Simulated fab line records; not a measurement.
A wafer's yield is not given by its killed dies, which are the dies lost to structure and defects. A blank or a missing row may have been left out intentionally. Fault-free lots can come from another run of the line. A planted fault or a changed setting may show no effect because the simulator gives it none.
What tool caused it?	flow nand-harc	13 lots, 38 wafers sampled, at 5 steps of a route of 1159

== WHAT THE GAUGES READ, wafer by wafer ==
NHARC_A_SLIT_OVL_MEAS_10.
lot	measured	on	overlay-x-nm (nm)	overlay-y-nm (nm)
L221	day 14 06:25	overlay-01	-0.6 -0.7 -0.8	-0.6 -0.7 -1.0
L223	day 15 09:13	overlay-01	-0.2 -0.7 0.3	-0.7 -0.2 -0.5
L224	day 15 10:35	overlay-01	1.5 1.4 0.7	-0.6 -0.8 -1.0
L226	day 16 06:43	overlay-02	0.3 0.7 1.0	0.1 0.3 0.4
L233	day 17 02:25	overlay-02	0.9 1.2	-0.9 -0.7
L234	day 17 11:11	overlay-01	-0.6 -0.7 -0.5	1.7 1.9 2.1
L232	day 17 17:03	overlay-01	-0.2 0.7 0.4	0.2 0.3 0.1
L238	day 18 14:36	overlay-02	0.2 0.0 -0.1	-0.2 0.5 0.7
L237	day 18 15:35	overlay-02	-0.3 -0.3 0.5	0.1 0.7 0.5
L239	day 18 16:41	overlay-01	1.3 2.1 2.2	1.1 1.1 0.6
L242	day 19 07:21	overlay-02	1.4 1.3 1.6	0.2 0.1 -0.1
L243	day 19 08:07	overlay-01	0.0 -0.1 0.2	-0.3 -0.3 -0.5
L244	day 20 09:13	overlay-01	-0.2 -0.1 0.1	-1.0 -0.3 -1.0

NHARC_A_SLIT_CD_MEAS_21.
lot	measured	on	cd-nm (nm)
L221	day 14 09:56	cd-sem-01	287.9 288.7 288.6
L223	day 15 16:28	cd-sem-03	289.2 289.0 289.2
L224	day 15 18:10	cd-sem-03	288.3 290.0 288.9
L226	day 16 11:10	cd-sem-01	288.6 287.7 289.0
L233	day 17 07:32	cd-sem-01	288.7 288.3
L234	day 17 16:56	cd-sem-01	289.9 290.3 290.2
L232	day 17 20:43	cd-sem-01	289.0 290.0 288.9
L238	day 18 18:05	cd-sem-02	288.2 289.1 287.9
L237	day 18 19:05	cd-sem-03	289.1 288.8 289.1
L239	day 18 20:46	cd-sem-02	289.3 290.2 289.7
L242	day 19 12:08	cd-sem-01	291.3 290.6 290.5
L243	day 19 12:33	cd-sem-02	289.2 288.8 288.9
L244	day 20 13:49	cd-sem-01	290.4 290.0 288.9

NHARC_END_SORT_01.
lot	measured	on	killed-at-array	killed-at-other	killed-at-periphery	killed-dies	killed-open	killed-short
L234	day 22 17:11	prober-01	21 29 15	1 2 1	7 5 4	29 36 20	3 7 4	2 1 0
L232	day 22 15:31	prober-02	40 40 40	0 0 0	1 1 0	41 41 40	4 2 5	2 1 1
L238	day 23 21:34	prober-02	25 33 22	0 2 2	6 2 1	31 37 25	2 3 3	3 5 1
L239	day 24 11:31	prober-02	34 41 37	0 0 1	2 2 2	36 43 40	2 3 2	2 3 2

== WHICH TOOL RAN EACH LOT (tool, then ch and the chambers of the sampled wafers, then the start) ==
lot	NHARC_A_WL_FILL_ETCHBACK_17	NHARC_A_WL_FILL_CMP_12
L221	rie-metal-03 ch 0, day 15 17:18	cmp-04 ch 0,2, day 16 04:04
L223	rie-metal-03 ch 0,1, day 16 17:45	cmp-04 ch 0,2,3, day 17 07:56
L224	rie-metal-03 ch 0,1, day 16 20:53	cmp-02 ch 1,2,3, day 17 17:56
L226	rie-metal-03 ch 1, day 17 10:08	cmp-02 ch 1,3, day 18 07:04
L233	rie-metal-03 ch 0, day 18 14:31	cmp-02 ch 3, day 19 01:26
L234	rie-metal-01 ch 0,1, day 18 19:21	cmp-03 ch 0,3, day 19 06:27
L232	rie-metal-03 ch 1, day 18 19:23	cmp-02 ch 0,1,3, day 19 06:10
L238	rie-metal-02 ch 0,1, day 19 21:27	cmp-02 ch 0,2,3, day 20 08:31
L237	rie-metal-01 ch 0,1, day 20 00:31	cmp-04 ch 1,2,3, day 20 15:49
L239	rie-metal-02 ch 0,1, day 20 03:38	cmp-03 ch 0,1,3, day 20 17:52
L242	rie-metal-02 ch 0,1, day 20 15:16	cmp-03 ch 0,3, day 21 07:32
L243	rie-metal-01 ch 0,1, day 20 12:08	cmp-02 ch 1,2, day 20 22:35
L244	rie-metal-02 ch 0,1, day 21 13:26	cmp-03 ch 0,2,3, day 22 04:31
- NHARC_A_WL_FILL_ETCHBACK_17: etches the open film in Cl2/BCl3, target depth 4 nm, time 26.7 s.
- NHARC_A_WL_FILL_CMP_12: polishes, t overpolish 30 s, target thk 75 nm.

== AS READ BY THE TOOLS THEMSELVES (means over the sampled wafers that have a number; for cases with no such wafer, the mark the record gives instead) ==
NHARC_A_WL_FILL_ETCHBACK_17.
lot	tool	drypump-motor-current-A (A)	oes-product-au (a.u.)	run-length-s (s)
L221	rie-metal-03	5.3	0.999	47.3
L223	rie-metal-03	5.4	1.007	47.5
L224	rie-metal-03	5.5	1.006	47.3
L226	rie-metal-03	5.6	1.008	45.2
L233	rie-metal-03	5.3	0.990	43.5
L234	rie-metal-01	6.3	1.006	47.9
L232	rie-metal-03	5.6	1.010	45.2
L238	rie-metal-02	5.2	0.996	48.1
L237	rie-metal-01	6.2	1.008	47.8
L239	rie-metal-02	5.0	1.004	47.9
L242	rie-metal-02	5.2	1.006	48.3
L243	rie-metal-01	6.2	1.013	47.9
L244	rie-metal-02	4.9	0.990	47.9

NHARC_A_WL_FILL_CMP_12.
lot	tool	motor-current-A (A)	overpolish-run-s (s)	slurry-filter-dp-kPa (kPa)	time-to-endpoint-s (s)
L221	cmp-04	12.7	30.002	13.41	14.3
L223	cmp-04	12.5	30.001	13.57	19.3
L224	cmp-02	11.6	29.992	13.47	17.0
L226	cmp-02	12.2	29.999	13.40	17.4
L233	cmp-02	11.6	29.998	13.54	10.9
L234	cmp-03	11.4	29.992	13.43	13.8
L232	cmp-02	12.2	30.004	13.58	16.5
L238	cmp-02	11.8	29.998	13.55	15.6
L237	cmp-04	12.0	29.997	13.47	12.2
L239	cmp-03	11.0	30.002	13.37	12.8
L242	cmp-03	11.2	29.995	13.48	13.4
L243	cmp-02	11.6	29.998	13.51	14.5
L244	cmp-03	11.6	29.998	13.40	12.3

== THE ANSWER, worked out from the rows above alone ==
Rule: usual is defined by the lots themselves. Put in order of their means at a reading, lots are off if they are a third of the lots or fewer, leave a main group of 4 or more, and stand apart from it by a gap of 3 or more times the standard deviation of the main group's means; of several such gaps the widest counts. If all means in a main group match to the digits the tables above print for the reading, that group is not used. Also off: a lot with no number at a reading for which 4 or more lots have one. The other lots that the step has rows for count as sound. First the gauges in route order, then the tools' own readings, where a lot's mean is used as printed above. At the first step where some lot is off, the reading lying furthest off is the one used; lots without a number count as furthest.
Off: L226, L233, L232, at NHARC_A_WL_FILL_ETCHBACK_17 (run-length-s). Main group: mean 47.8 s, sd 0.31.
If a tool, at that step or one of the process steps before it, ran each lot that is off and ran no sound lot following the first of them, it fits. One candidate fits, namely rie-metal-03 at NHARC_A_WL_FILL_ETCHBACK_17. Its last sound lot is L224 (day 16 20:53), its first lot that is off L226 (day 17 10:08): a fault that began between those two fits.
On the lots that are off, the tool's own readings at NHARC_A_WL_FILL_ETCHBACK_17 differ by more than 5 times the standard deviation of the sound lots' means, which bears it out; run-length-s reads 44.6 s there versus 47.8 s on the sound lots.

== WHAT HAD BEEN PUT IN BY THE SIMULATOR ==
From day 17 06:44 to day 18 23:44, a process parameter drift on rie-metal-03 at NHARC_A_WL_FILL_ETCHBACK_17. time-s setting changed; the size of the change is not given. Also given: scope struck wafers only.
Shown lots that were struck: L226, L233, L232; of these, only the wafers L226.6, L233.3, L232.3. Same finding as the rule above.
